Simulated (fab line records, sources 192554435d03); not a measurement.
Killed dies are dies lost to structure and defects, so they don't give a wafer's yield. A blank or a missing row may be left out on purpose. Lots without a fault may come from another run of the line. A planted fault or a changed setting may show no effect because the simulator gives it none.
A struck lot beside a sound one | flow n5_finfet | 15 steps out of a route of 1938
Sound: wafers L430.1, L430.2, L430.6. Struck: wafer L423.3. (L423.6 of the same lot was not struck and is left out.) The cause comes at the end.
At each step with rows: each side's tool, then ch and its chambers, then its first start. Under that, the readings that differ: sound wafers | struck wafers | difference of the means | sigmas: that difference in standard deviations of wafers without a fault.
alike: readings whose means differ by less than 2 such deviations, and words and numbers that are the same on both sides. not compared: withheld readings, readings that some wafer has no value for, bounds like >300 that may hide the same value, and numbers for which the record gives no deviation and whose values overlap.
The two part at a step that has a row with sigmas, a row that says differs or no value, or rows on one side only. Numbers that don't overlap but have no deviation are shown without sigmas and don't part them. A reading that every wafer of one side lacks parts them only if that side has two wafers or more.

first, 2 steps without rows for these wafers: N5_BEOL_M5_PEB_09 (peb time 60 s); N5_BEOL_M5_DEVELOP_10 (develop time 30 s).
N5_BEOL_M5_CD_MEAS_11: target cd 27.74 nm.
  sound on cd_sem-03 ch 0, day 12 03:34; struck on cd_sem-03 ch 0, day 10 17:10
  alike: cd_nm
N5_BEOL_M5_OVL_MEAS_12:
  sound on overlay-02 ch 0, day 12 03:36; struck on overlay-02 ch 0, day 10 17:13
  alike: M5_OVL
N5_BEOL_M5_INSPECT_13: inspects for defects (brightfield).
  sound on defect_inspect-01, day 12 03:40; struck on defect_inspect-01, day 10 17:16
  alike: raw_defect_count
N5_BEOL_M5_DESCUM_16: chemistry O2, time 7 s.
  sound on rie_diel-03 ch 0,1,3, day 12 03:41; struck on rie_diel-02 ch 1, day 10 17:17
  alike: drypump_motor_current_A, oes_product_au, rf_vpp_V, showerhead_plenum_p_Torr, throttle_valve_pct
  not compared: rf_hours_counter_h
N5_BEOL_M5_ETCH_72: etches underlayer in N2/H2, target depth 6.5 nm, time 5.2 s.
  sound on rie_diel-03 ch 0,1,3, day 12 03:44; struck on rie_diel-02 ch 1, day 10 17:20
  alike: drypump_motor_current_A, etch_rf_on_time_s, n2_flow_sccm, oes_product_au, rf_vpp_V, showerhead_plenum_p_Torr, throttle_valve_pct
  not compared: rf_hours_counter_h
N5_BEOL_M5_ETCH_61: etches SiARC in CF4, target depth 15.6 nm, time 26 s.
  sound on rie_diel-03 ch 0,1,3, day 12 03:44; struck on rie_diel-02 ch 1, day 10 17:20
  reading      | sound             | struck | difference | sigmas
  rf_vpp_V (V) | 183.5 182.8 184.5 | 181.6  | -2.0       | -2
  alike: drypump_motor_current_A, etch_rf_on_time_s, oes_product_au, showerhead_plenum_p_Torr, throttle_valve_pct
  not compared: rf_hours_counter_h
N5_BEOL_M5_ETCH_62: etches SOC in N2/H2, target depth 75 nm, overetch 15 nm, time 112.5 s.
  sound on rie_diel-03 ch 0,1,3, day 12 03:46; struck on rie_diel-02 ch 1, day 10 17:22
  alike: drypump_motor_current_A, n2_flow_sccm, oes_product_au, rf_vpp_V, showerhead_plenum_p_Torr, throttle_valve_pct
  not compared: rf_hours_counter_h
then, 3 steps without rows for these wafers: N5_BEOL_M5_STRIP_63 (strips in N2/H2); N5_BEOL_M5_STRIP_73 (strips in N2/H2); N5_BEOL_M5_STRIP_64 (strips in CF4).
N5_BEOL_M5_HM_OPEN_17: chemistry Cl2/BCl3, target TiN, target depth 20 nm, overetch 6 nm.
  sound on rie_metal-01 ch 0, day 12 03:56; struck on rie_metal-03 ch 0, day 10 17:34
  reading                                  | sound          | struck | difference | sigmas
  drypump_motor_current_A (A)              | 6.3 6.2 6.2    | 5.2    | -1.0       | -3
  model.SOC_of_BEOL_M5_COAT_59.thk_nm (nm) | 52.2 52.4 52.4 | 54.4   | +2.1       |
  alike: oes_product_au, throttle_valve_pct
  not compared: rf_hours_counter_h
N5_BEOL_M5_STRIP_19: strips in O2.
  sound on rie_diel-03 ch 0,3, day 12 04:13; struck on rie_diel-05 ch 1, day 10 17:39
  reading                         | sound          | struck | difference | sigmas
  showerhead_plenum_p_Torr (Torr) | 2.12 2.04 2.04 | 2.16   | +0.09      | +2
  alike: drypump_motor_current_A, oes_product_au, rf_vpp_V, throttle_valve_pct
  not compared: rf_hours_counter_h
-- the record jumps here: 4 days lie between the struck wafers' starts before and after (it left off in module BEOL_M5 and takes up again in module PASSIVATION, whose first step shown is number 1936 of the route) --
N5_PASSIVATION_PROBE_49:
  the record has rows for the struck wafers here (prober-01, day 15 01:28) and none for the sound ones

WHERE THEY PART
First at N5_BEOL_M5_ETCH_61; last, within this record, at N5_PASSIVATION_PROBE_49.

WHY: what the simulator had put in
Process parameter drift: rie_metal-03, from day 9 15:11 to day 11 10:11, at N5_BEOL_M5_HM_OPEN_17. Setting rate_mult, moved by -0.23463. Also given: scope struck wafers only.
